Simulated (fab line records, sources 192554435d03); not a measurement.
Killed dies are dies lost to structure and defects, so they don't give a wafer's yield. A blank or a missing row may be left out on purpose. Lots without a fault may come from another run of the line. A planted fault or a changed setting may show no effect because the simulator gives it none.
Which tool did it? | flow n5_finfet | 24 lots, 72 wafers sampled, at 1 step of a route of 1938

WHAT THE GAUGES READ, wafer by wafer
N5_BEOL_M2_OVL_MEAS_29. Usual: V1_OVL 0.1 nm, standard deviation 0.66.
lot  | measured     | on         | V1_OVL (nm)    | flag
L074 | day 6 13:04  | overlay-02 | 0.8 0.5 1.2    |
L075 | day 6 23:51  | overlay-02 | -0.4 0.5 1.0   |
L076 | day 7 04:13  | overlay-02 | 0.2 0.2 0.2    |
L077 | day 7 10:32  | overlay-02 | -0.3 -0.2 0.2  |
L078 | day 7 12:22  | overlay-01 | 1.0 -0.2 0.0   |
L079 | day 7 21:14  | overlay-01 | -0.8 0.0 -0.9  |
L080 | day 7 21:41  | overlay-02 | 1.0 0.6 1.5    |
L082 | day 8 15:52  | overlay-02 | 0.1 -0.6 0.0   |
L081 | day 8 16:13  | overlay-01 | 2.5 0.6 1.0    |
L083 | day 9 04:52  | overlay-01 | 0.0 0.4 -0.2   |
L085 | day 9 07:43  | overlay-02 | 0.3 0.6 1.3    |
L084 | day 9 08:01  | overlay-02 | -0.2 0.0 -0.7  |
L086 | day 9 20:23  | overlay-01 | -0.1 0.1 -0.8  |
L088 | day 9 21:31  | overlay-02 | -0.1 0.2 0.3   |
L087 | day 10 02:52 | overlay-01 | -1.5 -0.7 -0.7 |
L089 | day 10 08:28 | overlay-01 | -0.6 0.0 -0.6  |
L090 | day 10 18:31 | overlay-02 | 0.0 1.2 0.2    |
L091 | day 11 04:07 | overlay-01 | -0.1 -0.1 0.0  |
L092 | day 11 05:08 | overlay-01 | 0.1 0.1 1.7    |
L093 | day 11 07:44 | overlay-01 | -0.4 0.2 -0.1  |
L094 | day 11 21:58 | overlay-01 | 0.3 -0.7 -0.3  |
L095 | day 12 05:31 | overlay-01 | 0.6 -0.1 0.6   |
L096 | day 12 10:07 | overlay-02 | 0.4 -0.1 0.3   |
L097 | day 12 10:25 | overlay-01 | -0.8 -0.6 0.3  |

WHICH TOOL RAN EACH LOT (tool, then ch and the chambers of the sampled wafers, then the start)
The record holds no process step before these readings.

WHAT THE TOOLS THEMSELVES READ (means of the sampled wafers that have a number; where no wafer has one, the mark that the record gives instead)
The record holds no such reading with a usual standard deviation.

THE ANSWER, worked out from the rows above alone
Rule: a lot is off if the mean of its wafers that have a number lies more than 3 standard deviations from the usual mean. A lot without any number at a reading at which 4 lots or more have one is off too. The other lots that the step has rows for count as sound. The gauges are gone through in route order, then the tools' own readings, and for those a lot's mean is taken as printed above. The first step at which some lot is off is used, and at that step the reading that is off furthest; a lot without a number counts as furthest.
No lot is off at any reading shown: from this, nothing can be told.

WHAT THE SIMULATOR HAD PUT IN
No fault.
